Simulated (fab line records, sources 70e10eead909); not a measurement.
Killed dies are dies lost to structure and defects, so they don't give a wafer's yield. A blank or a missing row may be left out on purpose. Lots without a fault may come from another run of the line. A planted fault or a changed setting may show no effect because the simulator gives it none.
Chamber matching | flow nand_harc | NHARC_A_M1_DEP_33 on pecvd-04: 3 sister chambers
The step deposits SiCN, target thk 30 nm. 22 wafers are shown with their chamber, then 11 later ones without.

WAFERS WITH THEIR CHAMBER
wafer  | chamber | showerhead_vpp_V (V) | heater_power_w (W)
L075.1 | 2       | 1196                 | 562
L075.2 | 0       | 1266                 | 632
L075.5 | 2       | 1188                 | 578
L078.1 | 1       | 1366                 | 531
L078.2 | 2       | 1182                 | 565
L078.3 | 0       | 1236                 | 569
L079.2 | 1       | 1363                 | 643
L079.4 | 2       | 1182                 | 576
L079.6 | 0       | 1240                 | 521
L080.3 | 0       | 1240                 | 601
L080.4 | 0       | 1242                 | 601
L080.5 | 1       | 1392                 | 554
L085.1 | 1       | 1400                 | 642
L085.3 | 0       | 1233                 | 511
L085.5 | 0       | 1261                 | 531
L089.3 | 2       | 1197                 | 599
L089.4 | 2       | 1169                 | 606
L089.5 | 1       | 1376                 | 616
L094.1 | 0       | 1247                 | 538
L094.2 | 2       | 1179                 | 618
L094.3 | 1       | 1418                 | 552
L094.4 | 2       | 1177                 | 614

SIGNATURES (means of the wafers above)
reading          | chamber 0 | chamber 1 | chamber 2 | scatter within a chamber
showerhead_vpp_V | 1245.62   | 1385.83   | 1183.75   | 14.3
heater_power_w   | 563.00    | 589.67    | 589.75    | 39.5
Rule: a wafer's distance from a chamber is the root of the sum, over the readings, of the square of ((its reading less the chamber's mean) divided by the reading's scatter). The wafer belongs to the nearest chamber; if the next one is less than 2 further off, it can't be placed. The scatter: the root of (the sum of the squares of (reading less its chamber's mean) over the shown wafers, divided by (wafers less chambers)).

WAFERS WITHOUT THEIR CHAMBER
wafer  | showerhead_vpp_V (V) | heater_power_w (W)
L094.5 | 1260                 | 559
L094.6 | 1381                 | 569
L095.1 | 1238                 | 601
L095.2 | 1370                 | 667
L095.3 | 1183                 | 675
L093.2 | 1174                 | 666
L093.4 | 1244                 | 638
L093.6 | 1387                 | 620
L097.1 | 1380                 | 622
L097.4 | 1183                 | 599
L097.5 | 1391                 | 634

WHICH CHAMBER EACH WENT THROUGH
wafer  | from the rows above | in truth
L094.5 | 0                   | 0
L094.6 | 1                   | 1
L095.1 | 0                   | 0
L095.2 | 1                   | 1
L095.3 | 2                   | 2
L093.2 | 2                   | 2
L093.4 | 0                   | 0
L093.6 | 1                   | 1
L097.1 | 1                   | 1
L097.4 | 2                   | 2
L097.5 | 1                   | 1
Placed correctly: 11 of 11. Can't be placed from these rows: 0. Placed wrongly: 0.
